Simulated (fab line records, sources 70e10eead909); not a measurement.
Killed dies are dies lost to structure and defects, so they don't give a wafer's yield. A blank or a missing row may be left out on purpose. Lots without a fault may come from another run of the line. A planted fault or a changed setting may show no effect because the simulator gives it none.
Chamber matching | flow nand_harc | NHARC_A_M0_DEP_32 on pecvd-03: 3 sister chambers
The step deposits SiCN, target thk 30 nm. 14 wafers are shown with their chamber, then 7 later ones without.

WAFERS WITH THEIR CHAMBER
wafer  | chamber | showerhead_vpp_V (V) | heater_power_w (W)
L075.1 | 1       | 1412                 | 504
L075.2 | 0       | 1372                 | 604
L075.5 | 0       | 1375                 | 621
L077.1 | 1       | 1386                 | 528
L077.2 | 2       | 1295                 | 728
L077.6 | 0       | 1396                 | 618
L074.1 | 0       | 1369                 | 593
L074.4 | 1       | 1375                 | 541
L074.6 | 0       | 1380                 | 621
L079.2 | 1       | 1427                 | 580
L079.4 | 1       | 1367                 | 568
L079.6 | 0       | 1365                 | 639
L086.1 | 2       | 1286                 | 653
L086.2 | 0       | 1373                 | 590

SIGNATURES (means of the wafers above)
reading          | chamber 0 | chamber 1 | chamber 2 | scatter within a chamber
showerhead_vpp_V | 1375.71   | 1393.40   | 1290.50   | 17.1
heater_power_w   | 612.29    | 544.20    | 690.50    | 27.6
Rule: a wafer's distance from a chamber is the root of the sum, over the readings, of the square of ((its reading less the chamber's mean) divided by the reading's scatter). The wafer belongs to the nearest chamber; if the next one is less than 2 further off, it can't be placed. The scatter: the root of (the sum of the squares of (reading less its chamber's mean) over the shown wafers, divided by (wafers less chambers)).

WAFERS WITHOUT THEIR CHAMBER
wafer  | showerhead_vpp_V (V) | heater_power_w (W)
L086.4 | 1404                 | 593
L091.1 | 1404                 | 557
L091.2 | 1297                 | 751
L091.3 | 1371                 | 644
L095.1 | 1375                 | 596
L095.2 | 1267                 | 681
L095.3 | 1381                 | 682

WHICH CHAMBER EACH WENT THROUGH
wafer  | from the rows above     | in truth
L086.4 | can't be placed: 0 or 1 | 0
L091.1 | can't be placed: 1 or 0 | 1
L091.2 | 2                       | 2
L091.3 | 0                       | 0
L095.1 | can't be placed: 0 or 1 | 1
L095.2 | 2                       | 2
L095.3 | 0                       | 0
Placed correctly: 4 of 7. Can't be placed from these rows: 3 (the true chamber is among the candidates in 3). Placed wrongly: 0.
